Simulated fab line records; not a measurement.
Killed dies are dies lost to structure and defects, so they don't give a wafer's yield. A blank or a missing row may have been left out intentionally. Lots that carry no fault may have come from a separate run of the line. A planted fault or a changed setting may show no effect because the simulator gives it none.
fab line records	flow n5Finfet
record: lots: 6	wafers: 18	lastDay: 17
route steps=1938 shown BEOL_M14@1763 BEOL_M15@1773 PASSIVATION@1936
lots untouched by any fault: they come from a run of this same line in which no faults occurred
startH: hours from the record's opening day to when the first of the lot's shown wafers began	waitH: hours elapsed since this lot's preceding step	" as in the row above	L1.1+2: several wafers, shown together as one row	- no value, or no start was given	* or withheld: withheld	< > ~ a bound
route shown NAME@n: NAME is a module with steps in the file, n the number in the route of the first one	usual: mean/standard deviation taken from wafers without a fault	same: alike in all rows	chamber/n: place in a boat	sites: per-site readings	_std_site: how widely they spread, as a standard deviation	_edge_site: outer sites' mean less inner sites'	radiusMm: for every site, how far away it sits from the centre of the wafer	mask NAME#n: copy n	behind: tool/chamber where the wafer was last shaped	hold: reason for holding the lot/hours on hold/outcome of the hold	device: which transistor (n, p or np) failed to switch	end of line: at the end of the route, the tests of the same wafers	where a step has no rows: the recipe by itself	killed: dies that structure and defects cost at the first sort, which is not the same as the wafer's yield	map: shows each die of a wafer: x if killed, . if not, _ if none is there
set.NAME: the setting as run; set.NAME@STEP: as run at that earlier step	model.NAME: the simulator's own value behind a step, which no gauge read
a table for each step, a row for each wafer; lots at some steps of the route
services: when a tool's chamber went out of use (startH, in hours from the record's first day, below 0 if earlier), for how many hours, and the reason
== steps ==
step: N5_BEOL_M14_SPUTTER_44
recipe: material: Ta	targetThkA: 150	tempC: 50	biasV: 80	powerW: 15000	chamberPressurePa: 0.07	timeS: 24.19
step: N5_BEOL_M14_SPUTTER_45
recipe: material: Cu	targetThkA: 1000	tempC: -20	biasV: 60	powerW: 26000	chamberPressurePa: 0.13	timeS: 16.67
usual: biasV: 60.0/0.67	throttleValvePct: 30.5/0.85
lot.wafer	tool	chamber	startH	waitH	biasV	throttleValvePct
L489.1	pvdSputter-01	-	278.04	0.0	60.2	31.9
L489.3	"	-	"	"	59.5	31.3
L489.6	"	-	"	"	59.8	30.3
L490.2	pvdSputter-02	-	289.86	0.0	59.3	31.3
L490.4	"	-	"	"	59.3	29.6
L490.5	"	-	"	"	59.9	31.7
L497.1	pvdSputter-02	-	343.54	0.0	59.5	29.5
L497.4	"	-	"	"	60.0	30.5
L497.6	"	-	"	"	59.1	31.6
L498.1	pvdSputter-01	-	350.28	0.0	60.0	30.5
L498.5	"	-	"	"	60.3	30.4
L498.6	"	-	"	"	59.7	31.6
L500.3	pvdSputter-02	-	353.82	0.0	59.7	31.4
L500.4	"	-	"	"	61.1	29.5
L500.6	"	-	"	"	59.9	31.7
L505.2	pvdSputter-01	-	382.88	0.0	58.2	30.1
L505.4	"	-	"	"	60.4	30.7
L505.6	"	-	"	"	60.7	31.7
step: N5_BEOL_M14_ECD_47
recipe: material: Cu	targetThkA: 12480
step: N5_BEOL_M14_ANNEAL_48
recipe: tempC: 225	timeS: 90	ambient: N2
usual: wafer_temp_C_max: 225.83/0.2
lot.wafer	tool	chamber	startH	waitH	wafer_temp_C_max
L489.1	rtpAnneal-02	0	278.35	0.1	225.92
L489.3	"	0	"	"	225.89
L489.6	"	0	"	"	226.01
L490.2	rtpAnneal-01	0	290.22	0.2	225.71
L490.4	"	0	"	"	225.42
L490.5	"	0	"	"	225.72
L497.1	rtpAnneal-02	0	343.84	0.1	226.16
L497.4	"	0	"	"	225.80
L497.6	"	0	"	"	225.71
L498.1	rtpAnneal-01	0	350.58	0.1	225.99
L498.5	"	0	"	"	225.91
L498.6	"	0	"	"	225.42
L500.3	rtpAnneal-02	0	354.27	0.2	225.86
L500.4	"	0	"	"	225.73
L500.6	"	0	"	"	225.74
L505.2	rtpAnneal-02	0	383.23	0.2	226.12
L505.4	"	0	"	"	225.96
L505.6	"	0	"	"	225.79
step: N5_BEOL_M14_CMP_49
recipe: stopOn: SiO2	tOverpolishS: 5.2	downForcePsi: 2	platenRpm: 80	clearingPlatenDownForcePsi: 2	clearingPlatenRpm: 80	postCmpClean: cuAlkaline	targetThkNm: 560	clearingPlatenPadVelocityMS: 1.5917	padVelocityMS: 1.5917
usual: barrierFieldEndpointS: 11.31/0.3	motorCurrentA: 8.1/0.8	overpolishRunS: 5.199/0.0091	platenRpm: 80.01/0.055	timeToEndpointS: 121/4.7
lot.wafer	tool	chamber	startH	waitH	barrierFieldEndpointS	motorCurrentA	overpolishRunS	platenRpm	timeToEndpointS
L489.1	cmp-03	0	278.65	0.3	11.88	8.3	5.202	80.04	128
L489.3	"	3	"	"	11.07	7.7	5.192	79.89	114
L489.6	"	0	"	"	11.59	8.1	5.189	80.01	124
L490.4	cmp-02	0	290.51	0.2	11.29	8.3	5.202	80.03	119
L490.2	"	2	"	"	11.21	8.3	5.203	80.01	117
L490.5	"	0	"	"	11.43	7.9	5.194	79.90	122
L497.4	cmp-04	3	344.18	0.2	11.42	9.5	5.204	79.98	124
L497.1	"	1	"	"	11.00	8.2	5.195	80.08	120
L497.6	"	3	"	"	11.24	9.6	5.221	79.99	120
L498.1	cmp-04	2	350.99	0.4	11.31	7.7	5.180	80.01	121
L498.6	"	3	"	"	11.17	9.4	5.205	80.04	125
L498.5	"	0	"	"	11.11	6.7	5.194	80.07	119
L500.4	cmp-03	3	354.51	0.2	10.81	7.7	5.205	79.98	115
L500.3	"	1	"	"	11.02	8.1	5.200	79.94	117
L500.6	"	3	"	"	10.87	7.6	5.193	80.04	113
L505.4	cmp-03	1	383.48	0.1	11.06	7.6	5.207	79.94	118
L505.2	"	0	"	"	11.77	7.8	5.211	79.94	128
L505.6	"	1	"	"	11.34	7.3	5.197	80.08	118
step: N5_BEOL_M14_THK_MEAS_50
recipe: thkMeasGauge: xrf	reads: Cu_of_BEOL_M14_ECD_47
usual: M14_THK: 570/17
lot.wafer	tool	chamber	startH	waitH	M14_THK[nm]
L489.1	filmMetro-01	-	278.94	-	553
L489.3	"	-	"	"	563
L489.6	"	-	"	"	563
L490.2	filmMetro-02	-	290.77	-	562
L490.4	"	-	"	"	554
L490.5	"	-	"	"	573
L497.1	filmMetro-01	-	344.43	-	552
L497.4	"	-	"	"	551
L497.6	"	-	"	"	565
L498.1	filmMetro-01	-	351.17	-	579
L498.5	"	-	"	"	582
L498.6	"	-	"	"	555
L500.3	filmMetro-01	-	354.77	-	591
L500.4	"	-	"	"	556
L500.6	"	-	"	"	569
L505.2	filmMetro-02	-	383.78	-	578
L505.4	"	-	"	"	555
L505.6	"	-	"	"	579
step: N5_BEOL_M14_PRE_CLEAN_52
recipe: gas: NH3	timeS: 15	tempC: withheld	rfPowerW: 300
step: N5_BEOL_M14_DEP_53
recipe: material: SiCN	targetThkA: 500	tempC: withheld	precursor: 3MS/NH3	pressureTorr: 3	rfW: 675	timeS: 17.8
step: N5_BEOL_M14_RS_MEAS_54
recipe: thkMeasGauge: four-point-probe	reads: Cu_of_BEOL_M14_ECD_47+Ta_of_BEOL_M14_SPUTTER_44+TaN_of_BEOL_M14_SPUTTER_43
usual: M14_RS: 0.0333/0.00092
lot.wafer	tool	chamber	startH	waitH	M14_RS[ohm/sq]
L489.1	filmMetro-01	-	279.11	0.1	0.0342
L489.3	"	-	"	"	0.0335
L489.6	"	-	"	"	0.0337
L490.2	filmMetro-01	-	290.90	0.1	0.0338
L490.4	"	-	"	"	0.0342
L490.5	"	-	"	"	0.0334
L497.1	filmMetro-01	-	344.56	0.0	0.0347
L497.4	"	-	"	"	0.0348
L497.6	"	-	"	"	0.0339
L498.1	filmMetro-02	-	351.30	0.0	0.0330
L498.5	"	-	"	"	0.0329
L498.6	"	-	"	"	0.0343
L500.3	filmMetro-02	-	354.90	0.1	0.0320
L500.4	"	-	"	"	0.0342
L500.6	"	-	"	"	0.0335
L505.2	filmMetro-02	-	383.91	0.1	0.0327
L505.4	"	-	"	"	0.0339
L505.6	"	-	"	"	0.0327
step: N5_BEOL_M14_INSPECT_55
recipe: inspectInstrument: darkfield	mode: postDep
usual: rawDefectCount: 75/25
lot.wafer	tool	chamber	startH	waitH	rawDefectCount
L489.1	defectInspect-02	-	279.14	0.0	73
L489.3	"	-	"	"	75
L489.6	"	-	"	"	62
L490.2	defectInspect-02	-	290.92	0.0	104
L490.4	"	-	"	"	73
L490.5	"	-	"	"	82
L497.1	defectInspect-01	-	344.59	0.0	52
L497.4	"	-	"	"	52
L497.6	"	-	"	"	45
L498.1	defectInspect-02	-	351.33	0.0	118
L498.5	"	-	"	"	99
L498.6	"	-	"	"	95
L500.3	defectInspect-01	-	354.93	0.0	67
L500.4	"	-	"	"	38
L500.6	"	-	"	"	53
L505.2	defectInspect-02	-	383.94	0.0	84
L505.4	"	-	"	"	112
L505.6	"	-	"	"	107
step: N5_BEOL_M15_ILD_DEP_00
recipe: material: SiO2	targetThkA: 16293	tempC: 400	precursor: TEOS/O2	pressureTorr: 6.5	rfW: 900	teosFlowSccm: 161.4	gas: O2	flowSccm: 2650	timeS: 346.1
step: N5_BEOL_M15_THK_MEAS_01
recipe: reads: SiO2_of_BEOL_M15_ILD_DEP_00
usual: M15_ILD_THK: 1632/21
lot.wafer	tool	chamber	startH	waitH	M15_ILD_THK[nm]
L489.1	filmMetro-02	-	279.43	0.1	1596
L489.3	"	-	"	"	1644
L489.6	"	-	"	"	1672
L490.2	filmMetro-02	-	291.32	0.3	1615
L490.4	"	-	"	"	1647
L490.5	"	-	"	"	1639
L497.1	filmMetro-02	-	344.88	0.1	1642
L497.4	"	-	"	"	1647
L497.6	"	-	"	"	1645
L498.1	filmMetro-02	-	351.61	0.1	1611
L498.5	"	-	"	"	1654
L498.6	"	-	"	"	1625
L500.3	filmMetro-02	-	355.21	0.1	1617
L500.4	"	-	"	"	1652
L500.6	"	-	"	"	1646
L505.2	filmMetro-02	-	384.22	0.1	1627
L505.4	"	-	"	"	1658
L505.6	"	-	"	"	1631
step: N5_BEOL_M15_COAT_58
recipe: resist: BARC	tempC: 205	timeS: 60	spinRpm: 1500	resistThkNm: 89
usual: chillPlateTempC: 23.03/0.11	spinSpeedRpm: 1500.0/0.93
lot.wafer	tool	chamber	startH	waitH	chillPlateTempC	spinSpeedRpm	model.BARC_of_BEOL_M15_COAT_58.thkNm
L489.1	lithoTrack-02	0	279.46	0.0	23.02	1499.8	89
L489.3	"	0	"	"	23.05	1500.4	89
L489.6	"	0	"	"	23.06	1500.1	88.8
L490.2	lithoTrack-04	0	291.35	0.0	22.99	1500.3	88.8
L490.4	"	0	"	"	22.89	1499.9	88.8
L490.5	"	0	"	"	22.91	1501.4	89
L497.1	lithoTrack-03	0	344.91	0.0	22.98	1500.4	88.8
L497.4	"	0	"	"	23.06	1499.4	89
L497.6	"	0	"	"	22.89	1499.6	89.2
L498.1	lithoTrack-02	0	351.65	0.0	22.99	1602.1	86.4
L498.5	"	0	"	"	22.83	1603.1	86.4
L498.6	"	0	"	"	22.84	1602.2	86.6
L500.3	lithoTrack-02	0	355.24	0.0	23.05	1603.6	86.2
L500.4	"	0	"	"	22.96	1603.6	86.2
L500.6	"	0	"	"	22.98	1601.5	86.2
L505.2	lithoTrack-03	0	384.25	0.0	23.09	1499.4	89.2
L505.4	"	0	"	"	22.97	1499.3	89
L505.6	"	0	"	"	22.98	1500.8	89
step: N5_BEOL_M15_COAT_04
recipe: spinRpm: 1704	resistThkNm: 800
step: N5_BEOL_M15_EBR_06
recipe: solvent: PGMEA	ebrWidthMm: 1.5
step: N5_BEOL_M15_SOFTBAKE_05
recipe: tempC: 130	timeS: 60
step: N5_BEOL_M15_EXPOSE_07
recipe: maskId: V14	na: 0.8	sourceShape: annular	sigmaInner: 0.5	sigmaOuter: 0.8	polarization: unpolarized	attpsmPhaseDeg: 180	doseMj: 41.25
step: N5_BEOL_M15_PEB_08
recipe: pebTempC: 130	pebTimeS: 90
step: N5_BEOL_M15_DEVELOP_09
recipe: developTimeS: 45	rinseLiquid: diw	dry: airSpin	devTempC: 21
step: N5_BEOL_M15_HARDBAKE_14
recipe: tempC: 130	timeS: 120
step: N5_BEOL_M15_CD_MEAS_10
recipe: targetCdNm: 360	landingEnergyEv: 500	detector: seInlens	polarity: opening
usual: cdNm: 360.4/1.6
lot.wafer	tool	chamber	startH	waitH	cdNm
L489.1	cdSem-02	0	279.73	-	360.6
L489.3	"	0	"	"	361.8
L489.6	"	0	"	"	362.3
L490.2	cdSem-02	0	291.75	-	358.6
L490.4	"	0	"	"	360.3
L490.5	"	0	"	"	360.0
L497.1	cdSem-03	0	345.18	-	358.5
L497.4	"	0	"	"	359.9
L497.6	"	0	"	"	360.5
L498.1	cdSem-03	0	351.92	-	359.6
L498.5	"	0	"	"	361.5
L498.6	"	0	"	"	360.5
L500.3	cdSem-02	0	355.64	-	359.5
L500.4	"	0	"	"	358.2
L500.6	"	0	"	"	358.1
L505.2	cdSem-02	0	384.65	-	357.7
L505.4	"	0	"	"	357.4
L505.6	"	0	"	"	358.1
step: N5_BEOL_M15_OVL_MEAS_11
recipe: pointsPerWafer: 44
usual: V14_OVL: -1/4.9
same: pointsPerWafer: 44
lot.wafer	tool	chamber	startH	waitH	V14_OVL[nm]
L489.1	overlay-02	0	279.76	0.0	-2
L489.3	"	0	"	"	3
L489.6	"	0	"	"	0
L490.2	overlay-02	0	291.78	0.0	-8
L490.4	"	0	"	"	-7
L490.5	"	0	"	"	-8
L497.1	overlay-02	0	345.21	0.0	-1
L497.4	"	0	"	"	0
L497.6	"	0	"	"	7
L498.1	overlay-01	0	351.95	0.0	0
L498.5	"	0	"	"	-5
L498.6	"	0	"	"	5
L500.3	overlay-01	0	355.67	0.0	-3
L500.4	"	0	"	"	-4
L500.6	"	0	"	"	-3
L505.2	overlay-01	0	384.68	0.0	-2
L505.4	"	0	"	"	11
L505.6	"	0	"	"	8
step: N5_BEOL_M15_INSPECT_12
recipe: mode: adi	inspectInstrument: macro
usual: rawDefectCount: 2.1/1.4
lot.wafer	tool	chamber	startH	waitH	rawDefectCount
L489.1	defectInspect-02	-	279.78	0.0	0
L489.3	"	-	"	"	2
L489.6	"	-	"	"	2
L490.2	defectInspect-02	-	291.80	0.0	1
L490.4	"	-	"	"	0
L490.5	"	-	"	"	3
L497.1	defectInspect-01	-	345.23	0.0	1
L497.4	"	-	"	"	1
L497.6	"	-	"	"	2
L498.1	defectInspect-02	-	351.97	0.0	3
L498.5	"	-	"	"	2
L498.6	"	-	"	"	1
L500.3	defectInspect-01	-	355.70	0.0	4
L500.4	"	-	"	"	1
L500.6	"	-	"	"	1
L505.2	defectInspect-01	-	384.70	0.0	1
L505.4	"	-	"	"	2
L505.6	"	-	"	"	7
step: N5_BEOL_M15_DESCUM_15
recipe: chemistry: O2	timeS: 7.9	sourcePowerW: 50	biasPowerW: 20	pressureMtorr: 20	rfFrequencyHz: 2.712e+07	tempC: 40	o2FlowSccm: 225
usual: drypumpMotorCurrentA: 5.8/0.44	o2FlowSccm: 225.0/0.65	oesProductAu: 0.77/0.09	rfVppV: 242.7/1.2	showerheadPlenumPTorr: 2.08/0.059	throttleValvePct: 20.47/0.29
lot.wafer	tool	chamber	startH	waitH	drypumpMotorCurrentA	o2FlowSccm	oesProductAu	rfHoursCounterH	rfVppV	showerheadPlenumPTorr	throttleValvePct
L489.1	rieDiel-05	0	279.82	0.0	6.1	224.0	0.80	98	244.0	2.11	20.60
L489.3	"	3	"	"	6.1	225.3	0.77	128	241.6	2.03	20.52
L489.6	"	0	"	"	6.1	225.4	0.79	-	243.5	2.11	20.60
L490.2	rieDiel-04	2	291.98	0.2	6.2	226.3	0.72	189	242.2	2.08	20.69
L490.4	"	3	"	"	5.3	225.7	0.94	19	242.1	2.07	19.93
L490.5	"	2	"	"	6.2	224.8	0.73	-	242.5	2.08	20.68
L497.1	rieDiel-04	0	345.27	0.0	5.2	224.6	0.68	238	242.4	1.97	20.51
L497.4	"	3	"	"	5.2	226.3	0.90	34	241.6	2.06	19.95
L497.6	"	3	"	"	5.2	225.5	0.91	-	242.8	2.06	19.94
L498.1	rieDiel-02	0	352.01	0.0	5.8	224.5	0.70	259	242.7	2.06	20.71
L498.5	"	0	"	"	5.8	224.5	0.70	-	241.9	2.06	20.70
L498.6	"	1	"	"	6.0	224.8	0.71	-	242.6	2.00	20.90
L500.3	rieDiel-04	0	355.73	0.0	5.2	225.7	0.68	242	240.5	1.96	20.49
L500.4	"	2	"	"	6.2	224.8	0.71	208	243.0	2.07	20.73
L500.6	"	2	"	"	6.2	224.8	0.71	-	242.4	2.07	20.71
L505.2	rieDiel-02	1	384.74	0.0	6.0	224.9	0.71	183	241.7	2.00	20.92
L505.4	"	1	"	"	6.0	225.2	0.71	-	242.1	2.00	20.91
L505.6	"	2	"	"	6.3	225.6	0.68	-	244.1	2.16	20.69
step: N5_BEOL_M15_ETCH_59
recipe: chemistry: N2/H2	target: BARC	targetDepthA: 890	overetchA: 267	timeS: 67.9	ionEnergyEv: 200	pressureMtorr: 30	sourceW: 840	biasW: 150	n2FlowSccm: 200	h2FlowSccm: 200
usual: drypumpMotorCurrentA: 5.8/0.44	oesProductAu: 0.66/0.073	rfVppV: 523.1/2.2	showerheadPlenumPTorr: 2.52/0.073	throttleValvePct: 17.9/0.33
lot.wafer	tool	chamber	startH	waitH	drypumpMotorCurrentA	oesProductAu	rfHoursCounterH	rfVppV	showerheadPlenumPTorr	throttleValvePct	model.etch.depthNm
L489.1	rieDiel-05	0	279.85	0.0	6.1	0.68	98	524.4	2.55	18.0	88.97
L489.3	"	3	"	"	6.2	0.65	128	521.4	2.43	17.6	89
L489.6	"	0	"	"	6.1	0.68	-	526.6	2.55	18.0	88.88
L490.2	rieDiel-04	2	292.01	0.0	6.2	0.61	189	522.0	2.52	18.0	88.87
L490.4	"	3	"	"	5.3	0.78	19	522.5	2.49	17.2	88.75
L490.5	"	2	"	"	6.2	0.61	-	523.3	2.52	18.1	88.92
L497.1	rieDiel-04	0	345.30	0.0	5.3	0.59	238	521.4	2.41	18.0	88.73
L497.4	"	3	"	"	5.3	0.76	34	523.0	2.48	17.2	89.02
L497.6	"	3	"	"	5.3	0.77	-	522.0	2.48	17.2	89.17
L498.1	rieDiel-02	0	352.04	0.0	5.8	0.58	259	523.9	2.49	18.2	86.4
L498.5	"	0	"	"	5.8	0.59	-	523.0	2.49	18.1	86.31
L498.6	"	1	"	"	6.0	0.61	-	520.2	2.43	18.3	86.68
L500.3	rieDiel-04	0	355.76	0.0	5.2	0.57	242	521.5	2.41	18.0	86.11
L500.4	"	2	"	"	6.2	0.58	208	524.0	2.51	18.1	86.12
L500.6	"	2	"	"	6.2	0.59	-	523.6	2.51	18.1	86.15
L505.2	rieDiel-02	1	384.77	0.0	6.0	0.61	184	521.5	2.43	18.4	89.18
L505.4	"	1	"	"	6.0	0.61	-	519.6	2.43	18.4	88.96
L505.6	"	2	"	"	6.3	0.59	-	525.4	2.61	18.1	89.02
step: N5_BEOL_M15_VIA_ETCH_16
recipe: chemistry: C4F8/O2/Ar	target: SiO2	heInnerTorr: 15	heOuterTorr: 30	targetDepthA: 17922	timeS: withheld	ionEnergyEv: 800	pressureMtorr: 20	sourceW: 1905	biasW: 2040	Ar_flow_sccm: 400	C4F8_flow_sccm: 16	O2_flow_sccm: 12	ends: cleared
usual: drypumpMotorCurrentA: 5.8/0.44	oesProductAu: 0.69/0.082	rfVppV: 2221/25	showerheadPlenumPTorr: 3.41/0.084	throttleValvePct: 30.89/0.3
lot.wafer	tool	chamber	startH	waitH	drypumpMotorCurrentA	oesProductAu	rfVppV	showerheadPlenumPTorr	throttleValvePct
L489.1	rieDiel-05	0	279.91	0.0	6.1	0.72	2229	3.45	31.00
L489.3	"	3	"	"	6.1	0.69	2199	3.32	30.83
L489.6	"	0	"	"	6.1	0.73	2231	3.45	31.00
L490.2	rieDiel-04	2	292.06	0.0	6.2	0.65	2209	3.44	31.21
L490.4	"	3	"	"	5.3	0.85	2242	3.39	30.39
L490.5	"	2	"	"	6.2	0.65	2209	3.44	31.23
L497.1	rieDiel-04	0	345.35	0.0	5.2	0.62	2236	3.28	31.03
L497.4	"	3	"	"	5.3	0.82	2243	3.39	30.39
L497.6	"	3	"	"	5.3	0.82	2243	3.39	30.39
L498.1	rieDiel-02	0	352.09	0.0	5.8	0.62	2243	3.38	30.99
L498.5	"	0	"	"	5.8	0.63	2243	3.38	30.96
L498.6	"	1	"	"	6.0	0.65	2222	3.30	31.35
L500.3	rieDiel-04	0	355.81	0.0	5.2	0.61	2236	3.27	31.04
L500.4	"	2	"	"	6.2	0.63	2209	3.43	31.22
L500.6	"	2	"	"	6.2	0.63	2210	3.43	31.24
L505.2	rieDiel-02	1	384.82	0.0	6.0	0.64	2220	3.29	31.36
L505.4	"	1	"	"	6.0	0.64	2219	3.29	31.35
L505.6	"	2	"	"	6.3	0.60	2225	3.51	30.94
step: N5_PASSIVATION_PROBE_49
usual: defectLimitedYield: 91.3/1.5	killed_at_M0_to_M3: 34/9.4	killed_at_M4_up: 13/5.3	killedAtContacts: 13/5.7	killedAtFrontEnd: 40/10	killedAtOther: 3.7/2.8	killedDies: 103/17	killedOpen: 67/13	killedShort: 35/8.5	sort_bin_5_function: 5.0/0.98	sort_bin_6_memory: 3.3/0.7	sort_bin_8_speed: 0.00/0.007	sortNPass: 1077/17	sortYieldPct: 91.3/1.5
same: grossDies: 1180	killedAtBackSide: 0	sort_bin_4_leakage[%]: 0
lot.wafer	tool	chamber	startH	waitH	defectLimitedYield[%]	killed_at_M0_to_M3	killed_at_M4_up	killedAtContacts	killedAtFrontEnd	killedAtOther	killedDies	killedOpen	killedShort	sort_bin_5_function[%]	sort_bin_6_memory[%]	sort_bin_8_speed[%]	sortNPass	sortYieldPct[%]
L490.2	prober-01	-	316.09	0.1	89.3	32	18	18	57	1	126	73	49	7.4	2.3	0	1054	89.3
L497.1	prober-01	-	365.16	0.0	87.3	56	11	13	69	1	150	96	53	6.8	5.3	0	1030	87.3
L497.6	prober-01	-	365.41	0.3	90.6	34	13	9	53	2	111	57	54	5.0	4.1	0	1069	90.6
killed by level:class
L490.2 FIN_SAQP:geometricParticle:short=19 MOL_CONTACT_COAG:geometricParticle:open=12 BEOL_M3:geometricParticle:open=11 BEOL_M0_SAQP:geometricParticle:open=7 FIN_SAQP:geometricParticle:open=6 MOL_CONTACT_COAG:geometricParticle:short=6 BEOL_M0_SAQP:geometricParticle:short=6 STI_FIN_REVEAL:geometricParticle:open=5
L497.1 STI_FIN_REVEAL:geometricParticle:open=21 BEOL_M0_SAQP:geometricParticle:short=21 FIN_SAQP:geometricParticle:open=18 BEOL_M0_SAQP:geometricParticle:open=16 FIN_SAQP:geometricParticle:short=13 MOL_CONTACT_COAG:geometricParticle:open=12 BEOL_M2:geometricParticle:open=5 BEOL_M6:geometricParticle:open=5
L497.6 FIN_SAQP:geometricParticle:short=18 FIN_SAQP:geometricParticle:open=9 STI_FIN_REVEAL:geometricParticle:open=9 BEOL_M4:geometricParticle:short=8 MOL_CONTACT_COAG:geometricParticle:open=7 BEOL_M0_SAQP:geometricParticle:short=6 BEOL_M1:geometricParticle:open=6 BEOL_M0_SAQP:geometricParticle:open=5
== services ==
tool	chamber	startH	hours	kind
cmp-03	-	260.77	3.3	pm
cmp-04	-	262.37	5.8	repair
rieDiel-05	3	265.18	6.2	repair
cmp-03	-	273.35	1.4	repair
rieDiel-04	-	273.42	14.6	pm
cmp-04	-	279.00	5.4	pm
rieDiel-02	0	279.54	8.0	repair
rtpAnneal-01	-	287.31	2.7	pm
cmp-04	-	287.56	4.0	pm
rieDiel-02	0	289.38	4.3	repair
cmp-03	-	292.18	4.0	pm
pvdSputter-02	-	294.67	5.9	repair
rtpAnneal-02	-	306.38	4.2	pm
pvdSputter-01	-	310.24	2.1	repair
cmp-03	-	312.01	4.2	repair
rieDiel-02	0	316.61	4.1	repair
rieDiel-02	2	319.89	2.5	repair
rieDiel-02	3	323.57	29.4	repair
rieDiel-02	1	326.74	3.5	repair
cmp-03	-	338.88	11.3	pm
cmp-04	-	339.12	1.3	repair
rieDiel-04	0	356.87	1.3	repair
rieDiel-02	0	364.04	1.5	repair
rieDiel-02	0	375.58	11.8	repair
== key ==
firstSign: step: N5_BEOL_M15_COAT_58	reading: spinSpeedRpm	direction: up	sigmas: 99+	usual: *	struck: *
effect none on later readings
modelEffect: step: N5_BEOL_M15_COAT_58	value: BARC_of_BEOL_M15_COAT_58.thkNm	without: 89.17	struck: 86.33
modelEffect: step: N5_BEOL_M15_ETCH_59	value: etch.depthNm	without: 89.19	struck: 86.3
metAt N5_BEOL_M15_COAT_58
struckWafers L498.1,L498.5,L498.6,L500.3,L500.4,L500.6
onsetBetween 279.46 351.65
fault: kind: processParameterDrift	tool: lithoTrack-02	chamber: -	onsetH: 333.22	steps: N5_BEOL_M15_COAT_58	channel: spinRpm	offset: *	shape: step	endH: 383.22	actsIn: *	stated: *
